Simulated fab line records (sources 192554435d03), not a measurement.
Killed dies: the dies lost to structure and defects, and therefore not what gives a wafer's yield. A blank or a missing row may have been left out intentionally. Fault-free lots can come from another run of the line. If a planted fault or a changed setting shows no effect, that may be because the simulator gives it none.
Matching of chambers :: flow n5_finfet :: N5_HKMG_FIN_ALD_91 on ald_metal-04: 4 sister chambers
The step deposits TiN, target thk 1 nm, pulse time 1 s, purge time 3 s. 22 wafers are shown with their chamber, then 11 later ones without.

## EACH WAFER AND ITS CHAMBER
wafer: L081.2
chamber: 2
heater_power_w (W): 1013
precursor_pulse_height_rel: 0.989

wafer: L081.4
chamber: 0
heater_power_w (W): 831
precursor_pulse_height_rel: 0.995

wafer: L081.5
chamber: 2
heater_power_w (W): 1054
precursor_pulse_height_rel: 0.990

wafer: L082.1
chamber: 1
heater_power_w (W): 820
precursor_pulse_height_rel: 0.994

wafer: L082.2
chamber: 0
heater_power_w (W): 831
precursor_pulse_height_rel: 0.981

wafer: L082.3
chamber: 2
heater_power_w (W): 991
precursor_pulse_height_rel: 0.976

wafer: L082.4
chamber: 3
heater_power_w (W): 844
precursor_pulse_height_rel: 0.981

wafer: L082.5
chamber: 2
heater_power_w (W): 977
precursor_pulse_height_rel: 1.004

wafer: L082.6
chamber: 3
heater_power_w (W): 854
precursor_pulse_height_rel: 1.018

wafer: L084.3
chamber: 1
heater_power_w (W): 821
precursor_pulse_height_rel: 0.993

wafer: L084.5
chamber: 2
heater_power_w (W): 1035
precursor_pulse_height_rel: 0.970

wafer: L084.6
chamber: 3
heater_power_w (W): 823
precursor_pulse_height_rel: 0.979

wafer: L086.1
chamber: 3
heater_power_w (W): 858
precursor_pulse_height_rel: 0.993

wafer: L086.2
chamber: 1
heater_power_w (W): 817
precursor_pulse_height_rel: 0.998

wafer: L086.3
chamber: 2
heater_power_w (W): 1023
precursor_pulse_height_rel: 0.996

wafer: L088.1
chamber: 1
heater_power_w (W): 826
precursor_pulse_height_rel: 1.002

wafer: L088.4
chamber: 0
heater_power_w (W): 815
precursor_pulse_height_rel: 1.011

wafer: L088.5
chamber: 3
heater_power_w (W): 881
precursor_pulse_height_rel: 0.958

wafer: L089.3
chamber: 0
heater_power_w (W): 833
precursor_pulse_height_rel: 0.999

wafer: L089.5
chamber: 0
heater_power_w (W): 823
precursor_pulse_height_rel: 1.010

wafer: L089.6
chamber: 1
heater_power_w (W): 839
precursor_pulse_height_rel: 1.017

wafer: L090.3
chamber: 1
heater_power_w (W): 833
precursor_pulse_height_rel: 1.002

SIGNATURES (averages over the wafers above)
reading: heater_power_w
chamber 0: 826.60
chamber 1: 826.00
chamber 2: 1015.50
chamber 3: 852.00
scatter within a chamber: 18.8

reading: precursor_pulse_height_rel
chamber 0: 0.99920
chamber 1: 1.00100
chamber 2: 0.98750
chamber 3: 0.98580
scatter within a chamber: 0.0144
Rule: distance of a wafer from a chamber = root of the sum over the readings of ((wafer's reading minus chamber's mean) / reading's scatter) squared. If the next closest chamber is less than 2 further off than the closest, the wafer can't be placed; otherwise it belongs to the closest. The scatter: take each reading less its chamber's mean, square it, sum over the shown wafers, divide by the number of wafers less the number of chambers, and take the root.

## WAFERS WITH NO CHAMBER GIVEN
wafer: L090.4
heater_power_w (W): 1026
precursor_pulse_height_rel: 0.985

wafer: L090.6
heater_power_w (W): 863
precursor_pulse_height_rel: 0.996

wafer: L092.2
heater_power_w (W): 856
precursor_pulse_height_rel: 1.016

wafer: L092.3
heater_power_w (W): 864
precursor_pulse_height_rel: 0.970

wafer: L092.4
heater_power_w (W): 1012
precursor_pulse_height_rel: 0.976

wafer: L093.1
heater_power_w (W): 1018
precursor_pulse_height_rel: 1.008

wafer: L093.2
heater_power_w (W): 866
precursor_pulse_height_rel: 0.967

wafer: L093.4
heater_power_w (W): 834
precursor_pulse_height_rel: 1.002

wafer: L097.1
heater_power_w (W): 836
precursor_pulse_height_rel: 1.001

wafer: L097.4
heater_power_w (W): 874
precursor_pulse_height_rel: 0.969

wafer: L097.5
heater_power_w (W): 1042
precursor_pulse_height_rel: 0.980

## THE CHAMBER EACH PASSED THROUGH
wafer: L090.4
from the rows above: 2
in truth: 2

wafer: L090.6
from the rows above: can't be placed: 3 or 0 or 1
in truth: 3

wafer: L092.2
from the rows above: can't be placed: 1 or 0 or 3
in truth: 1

wafer: L092.3
from the rows above: can't be placed: 3 or 0 or 1
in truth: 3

wafer: L092.4
from the rows above: 2
in truth: 2

wafer: L093.1
from the rows above: 2
in truth: 2

wafer: L093.2
from the rows above: can't be placed: 3 or 0 or 1
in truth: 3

wafer: L093.4
from the rows above: can't be placed: 1 or 0 or 3
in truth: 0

wafer: L097.1
from the rows above: can't be placed: 0 or 1 or 3
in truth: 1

wafer: L097.4
from the rows above: can't be placed: 3 or 0 or 1
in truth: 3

wafer: L097.5
from the rows above: 2
in truth: 2
Correct placement for 4 of the 11. Cannot be placed on the basis of these rows: 7; the candidates contain the true chamber in 7. Wrongly placed: 0.
